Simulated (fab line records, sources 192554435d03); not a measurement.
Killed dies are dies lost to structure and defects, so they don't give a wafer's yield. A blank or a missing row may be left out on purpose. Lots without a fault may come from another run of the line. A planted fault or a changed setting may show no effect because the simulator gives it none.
Problem report in the 8D (eight disciplines) form, filled by code | flow n5_finfet | the parts of the form that need people (team, actions taken, sign-off) are left out

1. THE PROBLEM
spin_speed_rpm at N5_HKMG_FIN_COAT_06 reads a mean of 1383.9 rpm on 6 wafers of 2 lots; wafers without a fault read 1500.1 rpm with a standard deviation of 1. That is -99 or more standard deviations from the usual mean.
The step: resist thk 90 nm.
First seen on wafer L834.3, day 7 14:28, on litho_track-01. The record holds 18 wafers of 6 lots with a number at this step. Rule for "out", or "out of limits": more than 4 standard deviations from the usual mean. The other wafers with a number count as sound.

2. WHAT IT IS AND WHAT IT IS NOT
question                    | is                     | is not
which readings at this step | spin_speed_rpm         | dispense_pressure_kPa
which lots                  | L834, L835             | L826, L827, L842, L843
which wafers of those lots  | all that have a number | -
read on which tools         | litho_track-01         | litho_track-03, litho_track-04
when                        | from day 7 14:28       | up to then (6 sound wafers); but 6 sound wafers of L842, L843 came after

3. SUSPECTS, AND WHAT RULES EACH OUT
Counting: a tool at a process step up to the reading stays a suspect if it ran every lot that is out and no sound lot after the first of them.
- ald_metal-03 at N5_HKMG_FIN_ALD_36 (deposits TiN, target thk 1 nm, pulse time 1 s, purge time 3 s): kept. It ran every lot that is out, first L834 (day 7 13:41), and no sound lot after that; its last sound lot up to then is L827 (day 5 20:49).
- litho_track-01 at N5_HKMG_FIN_COAT_06 (resist thk 90 nm): kept. It ran every lot that is out, first L834 (day 7 14:28), and no sound lot after that; its last sound lot up to then is L827 (day 5 21:37). Its own readings are out on those wafers: spin_speed_rpm.
Left after counting: ald_metal-03 at N5_HKMG_FIN_ALD_36, litho_track-01 at N5_HKMG_FIN_COAT_06.

4. THE CAUSE (what the simulator had put in)
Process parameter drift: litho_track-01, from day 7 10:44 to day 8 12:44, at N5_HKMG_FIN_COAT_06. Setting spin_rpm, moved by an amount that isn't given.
Counting left 2 suspects, and this tool is among them.

5. THE CHAIN OF EFFECTS, in route order
Each row: a reading whose mean over the struck wafers that have a number lies more than 3 standard deviations from the usual. Only readings for which the record gives a usual standard deviation are gone through. hours: the time from each lot's start at the first step in this table that gives one to its start at this step, as a median over the lots. sigmas: the change in usual standard deviations.
hours | step                | reading        | usual      | on struck wafers | change | sigmas
0     | N5_HKMG_FIN_COAT_06 | spin_speed_rpm | 1500.1 rpm | 1383.9           | -116.2 | -99 or more
The process steps in it:
- N5_HKMG_FIN_COAT_06: resist thk 90 nm.
Later measuring or inspecting steps at which every struck wafer that the step has a row for has a number for every such reading, and none has moved that far: N5_HKMG_FIN_CD_MEAS_12, N5_HKMG_FIN_OVL_MEAS_13, N5_HKMG_FIN_INSPECT_14, N5_BEOL_M4_RC_MEAS_101.

6. WHAT WOULD HAVE CAUGHT IT SOONER
In this record the first reading out of limits was taken at day 7 14:28, 4 hours after the fault began at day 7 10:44.
